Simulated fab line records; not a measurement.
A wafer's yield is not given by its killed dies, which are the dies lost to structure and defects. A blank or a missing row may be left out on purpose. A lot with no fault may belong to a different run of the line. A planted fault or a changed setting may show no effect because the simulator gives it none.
Struck lot and sound lot, side by side | flow nand_harc | 14 steps out of a route of 1302
Sound: the wafers L146.2, L146.3, L146.4. Struck: wafers L149.1, L149.4 (left out: L149.2, a lot-mate that was not struck); the cause follows at the end.
Per side, at each step with rows, come the tool, then ch with its chambers, and then its first start. Under that, the readings that differ: sound wafers | struck wafers | difference of the means | sigmas: that difference in standard deviations of wafers without a fault.
alike: a reading whose means differ by less than 2 such deviations, as well as words and numbers matching on both sides. not compared: withheld readings; readings where some wafer has no value; bounds like >300 that might hide an equal value; numbers whose values overlap and for which the record gives no deviation.
A row with sigmas, a row that says differs or no value, or rows on one side alone: a step with any of these is where the two part. Numbers that have no deviation but don't overlap get no sigmas and don't part them. A reading missing from all wafers of one side parts the sides only when that side holds two or more wafers.

first, 1 step without rows for these wafers: NHARC_A_CONTACT_ETCH_138 (etches the open film in C4F8/O2/Ar, time 311 s, target depth 1914 nm).
NHARC_A_CONTACT_ETCH_139: etches the open film in C4F8/O2/Ar, time 195 s, target depth 840 nm.
  sound on har_cap_etch-01 ch 0,1, day 23 13:03; struck on har_cap_etch-01 ch 0,1, day 24 02:44
  not compared: rf_hours_counter_h
NHARC_A_CONTACT_ETCH_92: etches the open film in CH3F/O2, target depth 40 nm, time 85.7 s.
  sound on rie_diel-03 ch 0,2,3, day 23 13:34; struck on rie_diel-03 ch 0,2, day 24 03:19
  alike: drypump_motor_current_A, oes_product_au, rf_vpp_V, showerhead_plenum_p_Torr, throttle_valve_pct
  not compared: rf_hours_counter_h
NHARC_A_CONTACT_ETCH_98: etches the open film in C4F6/O2, target depth 20 nm, time 10 s.
  sound on rie_diel-03 ch 0,1,3; struck on rie_diel-03 ch 0,3, day 24 03:29
  alike: drypump_motor_current_A, oes_product_au, rf_vpp_V, showerhead_plenum_p_Torr, throttle_valve_pct
  not compared: rf_hours_counter_h
NHARC_A_CONTACT_CD_MEAS_15:
  sound on cd_sem-02, day 23 13:47; struck on cd_sem-01, day 24 03:34
  reading    | sound             | struck      | difference | sigmas
  cd_nm (nm) | 188.4 188.6 188.8 | 190.5 190.5 | +1.9       | +3
then, 4 steps without rows for these wafers: NHARC_A_CONTACT_STRIP_107 (strips in N2/H2); NHARC_A_CONTACT_STRIP_108 (strips in CF4/CHF3); NHARC_A_CONTACT_STRIP_109 (strips in O2/COS); NHARC_A_CONTACT_ETCH_110 (etches the open film in CF4/O2, target depth 60 nm, overetch 6 nm, time 33 s).
NHARC_A_CONTACT_STRIP_26: strips in O2.
  sound on rie_diel-03 ch 0,2,3; struck on rie_diel-12 ch 1,2
  alike: drypump_motor_current_A, oes_product_au, rf_vpp_V, showerhead_plenum_p_Torr, throttle_valve_pct
  not compared: rf_hours_counter_h
then, 1 step without rows for these wafers: NHARC_A_CONTACT_STRIP_27 (strips in post etch residue remover, time 600 s).
NHARC_A_CONTACT_ALD_18: deposits TiN, target thk 3 nm, pulse time 1 s, ald cycles 150.
  sound on ald_metal-04 ch 0,1,2, day 23 15:11; struck on ald_metal-04 ch 0,3, day 24 04:31
  alike: heater_power_outer_w, heater_power_w, precursor_pulse_height_rel
NHARC_A_CONTACT_CVD_19: deposits W, target thk 300 nm, time 802 s.
  sound on cvd_w-02 ch 0,1, day 23 15:33; struck on cvd_w-02 ch 0, day 24 04:43
  alike: heater_power_outer_w, heater_power_w, throttle_valve_pct
NHARC_A_CONTACT_CMP_20: polishes, t overpolish 30 s, target thk 300 nm.
  sound on cmp-01 ch 1,2,3, day 23 16:19; struck on cmp-01 ch 1,3, day 24 05:37
  reading                | sound    | struck  | difference | sigmas
  time_to_endpoint_s (s) | 52 63 60 | 101 114 | +49        | +13
  alike: motor_current_A, overpolish_run_s

## WHERE THEY PART
First at NHARC_A_CONTACT_CD_MEAS_15; last, within this record, at NHARC_A_CONTACT_CMP_20.

WHY: what had been put in by the simulator
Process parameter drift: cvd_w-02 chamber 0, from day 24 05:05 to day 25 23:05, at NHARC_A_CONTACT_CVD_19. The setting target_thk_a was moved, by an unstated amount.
